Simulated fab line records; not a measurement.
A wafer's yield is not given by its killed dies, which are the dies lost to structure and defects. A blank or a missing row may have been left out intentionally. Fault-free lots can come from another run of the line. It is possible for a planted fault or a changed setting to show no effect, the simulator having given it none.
One fault seen from 2 desks	flow nand harc	each desk holds nothing but its own numbers, with what lay behind them at the end

AT THE METROLOGY DESK
Lot by lot, what the gauges showed, no matter which tool ran the lot: averages of those sampled wafers that carry a number. A lot is out of limits, marked OUT, if its mean lies more than 4 standard deviations from the usual mean; the brackets give that distance.
Columns: A = thk nm at NHARC_THIN_TSV_THK_MEAS_02, usual 2992 nm
lot	first seen here	A
L795	day 19 00:09	2971
L797	day 19 14:07	3009
L799	day 19 15:18	2876
L798	day 19 21:35	2765
L801	day 20 04:17	2803
L802	day 20 05:29	3086
L800	day 20 06:41	2996
L804	day 21 00:43	2933
L803	day 21 01:56	2934
L805	day 21 03:07	2998
L807	day 21 11:26	2973
L815	day 23 16:00	2862
L817	day 23 20:10	3052
Finding of this desk: none of the 13 lots has anything out of limits.

AT THE TOOL OWNER'S DESK: rie diel-08
The tool's own readings at NHARC_A_CONTACT_ETCH_98 (etches the open film in C4F6/O2, target depth 20 nm, time 10 s): means of the sampled wafers that have a number, for each lot that ran on this tool. A lot is out of limits, marked OUT, if its mean lies more than 4 standard deviations from the usual mean; the brackets give that distance.
Columns: A = drypump motor current A at NHARC_A_CONTACT_ETCH_98, usual 5.8 A; B = oes product au at NHARC_A_CONTACT_ETCH_98, usual 0.968 a.u.; C = rf vpp V at NHARC_A_CONTACT_ETCH_98, usual 546 V; D = showerhead plenum p Torr at NHARC_A_CONTACT_ETCH_98, usual 3.87 Torr; E = throttle valve pct at NHARC_A_CONTACT_ETCH_98, usual 26.904 %
lot	first seen here	A	B	C	D	E
L801	day 18 18:11	5.5	0.962	543	3.80	26.901
L802	day 18 20:41	5.5	1.015	543	3.75	26.911
L804	day 19 08:25	5.5	1.000	544	3.79	26.896
L805	day 19 13:46	5.8	0.967	544	3.78	26.906
L807	day 20 04:24	5.8	0.966	545	3.85	26.911
Finding of this desk: none of the 5 lots has anything out of limits.

ALL TOGETHER
From the metrology desk's view, nothing was out of limits.
Nothing out of limits was seen by the tool owner's desk.

WHAT WAS PUT IN BY THE SIMULATOR
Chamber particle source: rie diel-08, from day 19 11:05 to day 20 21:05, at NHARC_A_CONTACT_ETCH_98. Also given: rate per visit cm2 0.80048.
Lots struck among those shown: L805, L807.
